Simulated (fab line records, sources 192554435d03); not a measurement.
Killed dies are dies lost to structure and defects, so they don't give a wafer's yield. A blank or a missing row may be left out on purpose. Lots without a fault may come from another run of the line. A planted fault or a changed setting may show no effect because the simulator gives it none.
Which tool did it? | flow n5_finfet | 10 lots, 30 wafers sampled, at 5 steps of a route of 1938

WHAT THE GAUGES READ, wafer by wafer
N5_BEOL_M15_INSPECT_12: inspects for defects (macro). Usual: raw_defect_count 2.1, standard deviation 1.5.
lot  | measured     | on                | raw_defect_count | flag
L927 | day 13 08:03 | defect_inspect-01 | 0 3 1            |
L926 | day 13 11:23 | defect_inspect-01 | 0 0 1            |
L928 | day 13 13:22 | defect_inspect-02 | 3 1 0            |
L929 | day 14 05:51 | defect_inspect-01 | 3 0 4            |
L932 | day 14 16:23 | defect_inspect-01 | 1 1 2            |
L931 | day 14 19:27 | defect_inspect-01 | 1 3 2            |
L933 | day 14 19:52 | defect_inspect-01 | 3 1 6            |
L936 | day 16 02:34 | defect_inspect-02 | 8 5 3            |
L939 | day 16 13:12 | defect_inspect-01 | 8 1 5            |
L949 | day 19 22:41 | defect_inspect-01 | 1 2 0            |

N5_BEOL_M15_CD_MEAS_17: target cd 360 nm. Usual: cd_nm 360.5 nm, standard deviation 1.5.
lot  | measured     | on        | cd_nm (nm)        | flag
L927 | day 13 08:35 | cd_sem-02 | 361.0 363.7 361.2 |
L926 | day 13 11:55 | cd_sem-01 | 361.5 359.6 359.3 |
L928 | day 13 13:53 | cd_sem-01 | 361.3 360.5 359.6 |
L929 | day 14 06:28 | cd_sem-01 | 359.6 360.7 362.1 |
L932 | day 14 17:50 | cd_sem-02 | 363.1 361.3 361.3 |
L931 | day 14 20:10 | cd_sem-02 | 356.9 359.3 359.3 |
L933 | day 14 20:35 | cd_sem-02 | 361.3 361.5 360.3 |
L936 | day 16 03:06 | cd_sem-01 | 362.4 360.7 361.7 |
L939 | day 16 13:44 | cd_sem-01 | 358.4 359.2 361.4 |
L949 | day 19 23:13 | cd_sem-01 | 361.0 358.6 361.8 |

WHICH TOOL RAN EACH LOT (tool, then ch and the chambers of the sampled wafers, then the start)
lot  | N5_BEOL_M14_ANNEAL_48            | N5_BEOL_M14_CMP_49            | N5_BEOL_M15_ILD_DEP_00
L927 | rtp_anneal-02 ch 0, day 13 06:40 | cmp-02 ch 0,2,3, day 13 07:04 | pecvd-02 ch 0,1,2, day 13 07:26
L926 | rtp_anneal-01 ch 0, day 13 09:53 | cmp-02 ch 0,1,3, day 13 10:13 | pecvd-03 ch 0,1, day 13 10:40
L928 | rtp_anneal-01 ch 0, day 13 12:01 | cmp-03 ch 0,1,2, day 13 12:18 | pecvd-02 ch 0,2, day 13 12:45
L929 | rtp_anneal-01 ch 0, day 14 04:20 | cmp-03 ch 0,3, day 14 04:38   | pecvd-03 ch 1,2, day 14 05:07
L932 | rtp_anneal-02 ch 0, day 14 14:52 | cmp-03 ch 0,3, day 14 15:10   | pecvd-04 ch 0,1,2, day 14 15:39
L931 | rtp_anneal-01 ch 0, day 14 17:56 | cmp-03 ch 0,1,2, day 14 18:16 | pecvd-04 ch 0,1,2, day 14 18:43
L933 | rtp_anneal-02 ch 0, day 14 18:29 | cmp-02 ch 1,2,3, day 14 18:46 | pecvd-03 ch 0,1,2, day 14 19:15
L936 | rtp_anneal-01 ch 0, day 16 01:03 | cmp-02 ch 0,1,2, day 16 01:23 | pecvd-03 ch 0,1,2, day 16 01:50
L939 | rtp_anneal-02 ch 0, day 16 11:47 | cmp-01 ch 0,3, day 16 12:00   | pecvd-03 ch 0,2, day 16 12:35
L949 | rtp_anneal-02 ch 0, day 19 21:16 | cmp-02 ch 2,3, day 19 21:34   | pecvd-03 ch 0,1,2, day 19 22:04
- N5_BEOL_M14_ANNEAL_48: time 90 s.
- N5_BEOL_M14_CMP_49: polishes, stops on SiO2, t overpolish 5.2 s, target thk 560 nm.
- N5_BEOL_M15_ILD_DEP_00: deposits SiO2 from TEOS/O2, target thk 1629.3 nm, time 346.1 s.

WHAT THE TOOLS THEMSELVES READ (means of the sampled wafers that have a number; where no wafer has one, the mark that the record gives instead)
N5_BEOL_M14_ANNEAL_48. Usual: wafer_temp_C_max 225.85, standard deviation 0.24.
lot  | tool          | wafer_temp_C_max | flag
L927 | rtp_anneal-02 | 225.81           |
L926 | rtp_anneal-01 | 225.92           |
L928 | rtp_anneal-01 | 225.90           |
L929 | rtp_anneal-01 | 225.93           |
L932 | rtp_anneal-02 | 225.95           |
L931 | rtp_anneal-01 | 226.03           |
L933 | rtp_anneal-02 | 225.73           |
L936 | rtp_anneal-01 | 225.68           |
L939 | rtp_anneal-02 | 225.81           |
L949 | rtp_anneal-02 | 225.99           |

N5_BEOL_M14_CMP_49. Usual: barrier_field_endpoint_s 11.29 s, standard deviation 0.25; motor_current_A 8.1 A, standard deviation 0.7; overpolish_run_s 5.201 s, standard deviation 0.0086; platen_rpm 80.00 rpm, standard deviation 0.05; time_to_endpoint_s 122 s, standard deviation 4.
lot  | tool   | barrier_field_endpoint_s (s) | motor_current_A (A) | overpolish_run_s (s) | platen_rpm (rpm) | time_to_endpoint_s (s) | flag
L927 | cmp-02 | 11.32                        | 8.0                 | 5.190                | 80.01            | 123                    |
L926 | cmp-02 | 11.12                        | 7.7                 | 5.206                | 80.01            | 120                    |
L928 | cmp-03 | 11.73                        | 8.2                 | 5.203                | 80.00            | 128                    |
L929 | cmp-03 | 11.23                        | 8.4                 | 5.195                | 79.99            | 127                    |
L932 | cmp-03 | 11.13                        | 8.9                 | 5.212                | 79.97            | 119                    |
L931 | cmp-03 | 11.67                        | 8.0                 | 5.210                | 80.00            | 127                    |
L933 | cmp-02 | 11.28                        | 7.7                 | 5.203                | 80.00            | 125                    |
L936 | cmp-02 | 11.39                        | 7.8                 | 5.206                | 80.00            | 124                    |
L939 | cmp-01 | 11.00                        | 8.7                 | 5.199                | 80.03            | 120                    |
L949 | cmp-02 | 11.23                        | 7.7                 | 5.206                | 79.97            | 123                    |

N5_BEOL_M15_ILD_DEP_00. Usual: heater_power_w 542 W, standard deviation 100; rf_fwd_power_W 898.8 W, standard deviation 2.6; showerhead_plenum_p_Torr 8.31 Torr, standard deviation 0.033; throttle_valve_pct 18.8 %, standard deviation 0.84.
lot  | tool     | heater_power_w (W) | rf_fwd_power_W (W) | showerhead_plenum_p_Torr (Torr) | throttle_valve_pct (%) | flag
L927 | pecvd-02 | 547                | 897.6              | 8.33                            | 18.7                   |
L926 | pecvd-03 | 618                | 897.3              | 8.31                            | 19.6                   |
L928 | pecvd-02 | 574                | 899.1              | 8.30                            | 18.5                   |
L929 | pecvd-03 | 552                | 898.2              | 8.30                            | 18.9                   |
L932 | pecvd-04 | 569                | 897.5              | 8.32                            | 18.0                   |
L931 | pecvd-04 | 609                | 898.3              | 8.32                            | 17.9                   |
L933 | pecvd-03 | 604                | 901.6              | 8.31                            | 18.8                   |
L936 | pecvd-03 | 573                | 898.4              | 8.29                            | 19.0                   |
L939 | pecvd-03 | 441                | 900.0              | 8.30                            | 18.5                   |
L949 | pecvd-03 | 516                | 899.8              | 8.31                            | 19.1                   |

THE ANSWER, worked out from the rows above alone
Rule: a lot is off if the mean of its wafers that have a number lies more than 3 standard deviations from the usual mean. A lot without any number at a reading at which 4 lots or more have one is off too. The other lots that the step has rows for count as sound. The gauges are gone through in route order, then the tools' own readings, and for those a lot's mean is taken as printed above. The first step at which some lot is off is used, and at that step the reading that is off furthest; a lot without a number counts as furthest.
No lot is off at any reading shown: from this, nothing can be told.

WHAT THE SIMULATOR HAD PUT IN
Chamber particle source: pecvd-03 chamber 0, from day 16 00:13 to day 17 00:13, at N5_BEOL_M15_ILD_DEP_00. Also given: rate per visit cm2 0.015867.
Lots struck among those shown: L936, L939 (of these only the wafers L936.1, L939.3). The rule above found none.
